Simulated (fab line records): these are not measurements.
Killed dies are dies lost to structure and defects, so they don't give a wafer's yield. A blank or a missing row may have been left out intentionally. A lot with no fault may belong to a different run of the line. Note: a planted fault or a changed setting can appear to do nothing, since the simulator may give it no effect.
Which tool did it? ; flow n5_finfet ; 9 lots with 27 wafers sampled at 6 steps, on a route of 1938 steps

WHAT EACH GAUGE READ, for each wafer
N5_BEOL_M4_RC_MEAS_101.
lot;measured;on;DIBL_N (mV/V);DIBL_P (mV/V);IOFF_N (nA/um);IOFF_P (nA/um);ION_N (uA/um);ION_P (uA/um);SS_N (mV/dec);SS_P (mV/dec);VT_N (mV);VT_P (mV)
L995;day 7 23:18;prober-02;40.3 37.1 43.8;40.9 35.4 44.8;0.23 0.15 0.36;0.31 0.21 0.42;680 676 712;471 464 478;72.2 71.3 73.7;74.8 73.7 76.2;243 251 240;-246 -251 -243
L996;day 8 02:19;prober-02;37.4 36.8 39.6;37.6 37.4 40.9;0.19 0.17 0.25;0.22 0.22 0.29;677 667 688;457 453 457;72.1 71.1 72.2;73.7 75.0 76.1;250 249 245;-249 -251 -248
L998;day 8 22:55;prober-02;37.5 36.0 41.5;37.8 36.8 43.3;0.18 0.16 0.27;0.19 0.18 0.28;682 676 694;454 453 461;72.0 71.0 73.1;73.1 73.5 75.4;248 249 244;-252 -254 -246
L100;day 9 09:13;prober-01;36.5 34.8 40.1;38.2 36.0 43.2;0.19 0.14 0.28;0.25 0.21 0.37;691 653 701;469 455 483;72.1 71.9 72.7;73.1 71.4 74.5;246 251 242;-247 -248 -242
L105;day 10 09:41;prober-01;34.9 34.1 34.6;32.9 32.0 33.9;0.14 0.11 0.12;0.19 0.18 0.20;681 654 669;474 455 466;71.4 71.5 71.9;73.1 72.2 72.5;250 257 254;-248 -250 -250
L107;day 11 08:12;prober-02;32.2 39.6 37.6;32.4 41.7 38.2;0.11 0.26 0.19;0.18 0.34 0.26;655 701 678;460 478 465;70.1 71.5 72.0;72.2 75.0 73.4;256 240 247;-253 -244 -245
L113;day 12 22:43;prober-01;32.3 36.5 32.7;33.6 38.5 34.1;0.11 0.18 0.12;0.14 0.20 0.14;657 679 663;445 458 449;71.2 72.3 71.1;72.2 73.7 72.2;256 249 254;-257 -252 -258
L116;day 13 20:28;prober-01;37.8 38.4 40.4;36.6 36.6 38.7;0.16 0.16 0.22;0.20 0.21 0.24;677 656 668;459 444 451;71.3 71.8 72.2;73.3 72.9 73.2;250 253 247;-256 -252 -253
L117;day 14 07:43;prober-02;37.7 40.0 35.8;38.9 40.9 37.0;0.19 0.24 0.15;0.28 0.30 0.23;670 696 677;460 474 471;72.9 73.1 71.6;73.9 74.6 73.2;249 244 250;-247 -245 -248

N5_BEOL_M6_THK_MEAS_53: measures by xrf.
lot;measured;on;M6_THK (nm)
L995;day 9 04:11;film_metro-02;77.4 80.5 81.8
L996;day 9 05:29;film_metro-01;76.0 76.6 76.7
L998;day 9 17:50;film_metro-02;81.6 74.5 76.8
L100;day 10 07:51;film_metro-02;79.5 81.1 81.4
L105;day 11 07:37;film_metro-02;78.3 72.2 78.7
L107;day 12 08:14;film_metro-02;83.1 75.7 81.5
L113;day 14 01:43;film_metro-02;80.6 79.6 84.2
L116;day 14 15:34;film_metro-02;79.6 77.2 77.0
L117;day 15 07:46;film_metro-02;79.5 76.0 83.1

N5_BEOL_M6_INSPECT_58: inspects for defects (darkfield).
lot;measured;on;raw_defect_count
L995;day 9 04:21;defect_inspect-02;44 62 62
L996;day 9 05:56;defect_inspect-02;67 92 63
L998;day 9 17:59;defect_inspect-01;46 53 50
L100;day 10 08:01;defect_inspect-01;80 72 88
L105;day 11 07:47;defect_inspect-01;56 67 67
L107;day 12 08:23;defect_inspect-01;107 91 106
L113;day 14 01:52;defect_inspect-02;109 76 100
L116;day 14 15:44;defect_inspect-02;74 58 53
L117;day 15 07:55;defect_inspect-01;62 38 55

N5_BEOL_M7_THK_MEAS_01.
lot;measured;on;M7_ILD_THK (nm)
L995;day 9 04:58;film_metro-01;156.6 158.7 155.7
L996;day 9 06:34;film_metro-02;154.6 155.8 157.6
L998;day 9 18:36;film_metro-02;151.3 156.8 153.5
L100;day 10 08:56;film_metro-02;152.1 152.6 155.6
L105;day 11 08:23;film_metro-01;156.0 154.2 65.1
L107;day 12 09:00;film_metro-01;152.9 68.5 67.4
L113;day 14 02:30;film_metro-01;153.6 157.8 155.6
L116;day 14 16:22;film_metro-01;156.7 159.4 158.1
L117;day 15 08:35;film_metro-01;155.3 151.2 154.8

WHICH TOOL RAN EACH LOT (tool, then ch and the chambers of the sampled wafers, then the start)
lot;N5_BEOL_M6_SPUTTER_48;N5_BEOL_M7_ILD_DEP_00
L995;pvd_sputter-01, day 9 03:01;pecvd-02 ch 0,1,2, day 9 04:24
L996;pvd_sputter-02, day 9 03:23;pecvd-04 ch 0,1, day 9 05:59
L998;pvd_sputter-02, day 9 17:01;pecvd-04 ch 1,2, day 9 18:01
L100;pvd_sputter-01, day 10 06:19;pecvd-04 ch 1,2, day 10 08:03
L105;pvd_sputter-01, day 11 06:49;pecvd-04 ch 0,1,2, day 11 07:49
L107;pvd_sputter-03, day 12 03:26;pecvd-04 ch 0,2, day 12 08:26
L113;pvd_sputter-02, day 13 23:59;pecvd-02 ch 2, day 14 01:54
L116;pvd_sputter-02, day 14 14:42;pecvd-04 ch 0,2, day 14 15:46
L117;pvd_sputter-03, day 15 06:55;pecvd-01 ch 0,2, day 15 07:58
- N5_BEOL_M6_SPUTTER_48: material Cu, target thk 10 nm, time 1.667 s.
- N5_BEOL_M7_ILD_DEP_00: deposits SiCOH lowk from DEMS/porogen, target thk 179.75 nm, time 33.4 s.

WHAT THE TOOLS THEMSELVES READ (means of the sampled wafers that have a number; where no wafer has one, the mark that the record gives instead)
N5_BEOL_M6_SPUTTER_48.
lot;tool;chamber_pressure_pa (Pa);throttle_valve_pct (%)
L995;pvd_sputter-01;0.13;29.4
L996;pvd_sputter-02;0.13;29.8
L998;pvd_sputter-02;0.13;30.2
L100;pvd_sputter-01;0.13;29.2
L105;pvd_sputter-01;0.13;29.1
L107;pvd_sputter-03;0.13;29.8
L113;pvd_sputter-02;0.13;30.1
L116;pvd_sputter-02;0.13;30.2
L117;pvd_sputter-03;0.13;30.0

N5_BEOL_M7_ILD_DEP_00.
lot;tool;chamber_pressure_Torr (Torr);heater_power_outer_w (W);heater_power_w (W);showerhead_plenum_p_Torr (Torr);throttle_valve_pct (%)
L995;pecvd-02;5.000;163;350;5.744;13.9
L996;pecvd-04;5.012;136;334;5.742;13.2
L998;pecvd-04;5.007;131;319;5.714;12.8
L100;pecvd-04;4.991;102;281;5.722;12.7
L105;pecvd-04;4.994;143;342;5.725;13.0
L107;pecvd-04;5.003;164;373;5.725;13.1
L113;pecvd-02;5.011;198;413;5.728;13.6
L116;pecvd-04;5.003;159;364;5.739;12.9
L117;pecvd-01;5.001;119;296;5.728;14.6

THE ANSWER, worked out from the rows above alone
Rule: the usual values come from the lots themselves. Put in order of their means at a reading, lots are off if they are a third of the lots or fewer, leave a main group of 4 or more, and stand apart from it by a gap of 3 or more times the standard deviation of the main group's means; of several such gaps the widest counts. The tables above print the reading to a certain number of digits; a main group whose means all agree to those digits is not used. Also off: a lot with no number at a reading for which 4 or more lots have one. Where the step has rows for the other lots, those lots are counted as sound. First the gauges in route order, then the tools' own readings, where a lot's mean is used as printed above. The first step at which some lot is off is used, and at that step the reading that is off furthest; a lot without a number counts as furthest.
Off: L105, L107, seen at N5_BEOL_M7_THK_MEAS_01 (M7_ILD_THK). The main group: mean 155.4 nm, standard deviation 1.6.
A tool fits if, at a process step before that reading, it ran every lot that is off, and no sound lot after the first of them. Gauges at N5_BEOL_M7_THK_MEAS_01: tried the same way as those tools. No candidate that was tried fits.

WHAT WAS PUT IN BY THE SIMULATOR
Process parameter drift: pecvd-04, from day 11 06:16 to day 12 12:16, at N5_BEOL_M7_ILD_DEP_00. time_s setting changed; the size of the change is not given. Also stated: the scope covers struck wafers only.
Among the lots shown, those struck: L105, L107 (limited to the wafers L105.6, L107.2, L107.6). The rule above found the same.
